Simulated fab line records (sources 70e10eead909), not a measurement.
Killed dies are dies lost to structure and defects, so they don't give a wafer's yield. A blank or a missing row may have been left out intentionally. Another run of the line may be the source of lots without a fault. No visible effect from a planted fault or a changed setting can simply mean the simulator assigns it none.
Commonality check across tools ; flow nand-harc ; Sampled: 11 lots, 33 wafers

THE REASON FOR OPENING IT
Flagged at NHARC_A_M0_CD_MEAS_09: reading cd-nm, on 1 of 11 lots. Fault-free wafers read 80.0 nm, with a standard deviation of 0.67.
Rule: flag the lot when none of its wafers has a number, or when each of its wafers that has one lies beyond 4 standard deviations from that mean. The rest of the lots are taken to be sound.

lot;measured;on;cd-nm (nm), wafer by wafer;flag
L810;day 23 10:22;cd-sem-02;79.9 79.8 80.3;
L809;day 23 11:13;cd-sem-03;79.9 80.3 80.6;
L813;day 24 13:25;cd-sem-03;79.8 80.1 79.5;
L815;day 25 07:04;cd-sem-02;79.6 78.8 79.2;
L820;day 26 20:25;cd-sem-01;80.0 78.7 79.7;
L819;day 27 02:28;cd-sem-02;79.8 78.7 80.3;
L822;day 28 14:15;cd-sem-03;83.6 83.1 83.8;FLAGGED
L828;day 31 03:37;cd-sem-02;80.8 80.7 80.1;
L829;day 31 05:17;cd-sem-01;81.0 80.7 79.9;
L830;day 31 14:54;cd-sem-01;80.9 80.3 80.2;
L831;day 32 05:11;cd-sem-01;80.1 80.1 81.3;
Average over the flagged lots: 83.5 nm; offset from the usual +3.5 nm, equal to +5 standard deviations.

LOT BY LOT: THE TOOL USED
3 process steps preceding the reading are held in the record, out of 1302 steps in the route. Every cell lists first the tool, next ch and the chambers used by the sampled wafers, and last the start.
lot;flag;NHARC_A_BLC_ETCH_17;NHARC_A_BLC_CMP_25;NHARC_A_M0_PEB_07
L810;;rie-diel-09 ch 0,1,2, day 23 09:04 or earlier;cmp-03 ch 0,1,2, day 23 09:04;litho-track-01 ch 0, day 23 10:17
L809;;rie-diel-03 ch 0,1,2, day 23 09:56 or earlier;cmp-03 ch 0,1,3, day 23 09:56;litho-track-04 ch 0, day 23 11:08
L813;;rie-diel-03 ch 0,1,3, day 24 12:15 or earlier;cmp-01 ch 1,2,3, day 24 12:15;litho-track-04 ch 0, day 24 13:19
L815;;rie-diel-03 ch 1,2, day 25 05:53 or earlier;cmp-03 ch 0,1, day 25 05:53;litho-track-01 ch 0, day 25 06:59
L820;;rie-diel-09 ch 0,2,3, day 26 19:14 or earlier;cmp-03 ch 2,3, day 26 19:14;litho-track-01 ch 0, day 26 20:20
L819;;rie-diel-09 ch 2,3, day 27 01:16 or earlier;cmp-01 ch 2,3, day 27 01:16;litho-track-04 ch 0, day 27 02:23
L822;FLAGGED;rie-diel-09 ch 1,2,3, day 28 12:59 or earlier;cmp-02 ch 2,3, day 28 12:59;litho-track-04 ch 0, day 28 14:10
L828;;rie-diel-03 ch 0,2,3, day 31 02:18 or earlier;cmp-02 ch 0,1,2, day 31 02:18;litho-track-01 ch 0, day 31 03:32
L829;;rie-diel-03 ch 0,1,2, day 31 04:07 or earlier;cmp-01 ch 1,2,3, day 31 04:07;litho-track-01 ch 0, day 31 05:13
L830;;rie-diel-09 ch 0,1,2, day 31 13:36 or earlier;cmp-02 ch 2,3, day 31 13:36;litho-track-01 ch 0, day 31 14:49
L831;;rie-diel-03 ch 1,2,3, day 32 04:00 or earlier;cmp-03 ch 0,3, day 32 04:00;litho-track-06 ch 0, day 32 05:06
What these steps do:
- NHARC_A_BLC_ETCH_17: etches the open film in N2/H2, target depth 390 nm, time 609.38 s.
- NHARC_A_BLC_CMP_25: polishes, t overpolish 30 s, target thk 150 nm.
- NHARC_A_M0_PEB_07: peb time 65 s.
- NHARC_A_M0_CD_MEAS_09: target cd 80 nm.

FLAGGED AGAINST TOTAL, ONE TOOL AT A TIME (gauges that did the reading follow at the end)
step;tool;lots run;flagged;share of the flagged lots;sound lots run after its first flagged lot
NHARC_A_BLC_ETCH_17;rie-diel-03;6;0;none;-
NHARC_A_BLC_ETCH_17;rie-diel-09;5;1;all;1 (L830)
NHARC_A_BLC_CMP_25;cmp-01;3;0;none;-
NHARC_A_BLC_CMP_25;cmp-02;3;1;all;2 (L828,L830)
NHARC_A_BLC_CMP_25;cmp-03;5;0;none;-
NHARC_A_M0_PEB_07;litho-track-01;6;0;none;-
NHARC_A_M0_PEB_07;litho-track-04;4;1;all;0
NHARC_A_M0_PEB_07;litho-track-06;1;0;none;-
NHARC_A_M0_CD_MEAS_09;cd-sem-01;4;0;none;-
NHARC_A_M0_CD_MEAS_09;cd-sem-02;4;0;none;-
NHARC_A_M0_CD_MEAS_09;cd-sem-03;3;1;all;0
With no start given for some of its lots, NHARC_A_BLC_ETCH_17 uses the hours and lot order of NHARC_A_BLC_CMP_25.

WHAT IS ALLOWED BY THE TABLE
4 rows of the table ran every flagged lot: rie-diel-09 at NHARC_A_BLC_ETCH_17, cmp-02 at NHARC_A_BLC_CMP_25, litho-track-04 at NHARC_A_M0_PEB_07, cd-sem-03 at NHARC_A_M0_CD_MEAS_09.
- rie-diel-09 at NHARC_A_BLC_ETCH_17 ran 5 lots, 1 of them flagged. Sound lots ran on it after the first flagged one (L830), which a lasting fault on the whole tool wouldn't allow.
- cmp-02 at NHARC_A_BLC_CMP_25 ran 3 lots, 1 of them flagged. Sound lots ran on it after the first flagged one (L828, L830), which a lasting fault on the whole tool wouldn't allow.
- litho-track-04 at NHARC_A_M0_PEB_07 ran 4 lots, 1 of them flagged. Last sound lot L819 at day 27 02:23, first flagged lot L822 at day 28 14:10; a fault beginning in between fits.
- cd-sem-03 at NHARC_A_M0_CD_MEAS_09 ran 3 lots, 1 of them flagged. Last sound lot L813 at day 24 13:25, first flagged lot L822 at day 28 14:15; a fault beginning in between fits.
These 2 tools cannot be told apart by counting lots, since each of them fits a fault that started at some hour. More lots, or a look at what each step does to the wafer, might.

WHAT THE SIMULATOR HAD INSERTED
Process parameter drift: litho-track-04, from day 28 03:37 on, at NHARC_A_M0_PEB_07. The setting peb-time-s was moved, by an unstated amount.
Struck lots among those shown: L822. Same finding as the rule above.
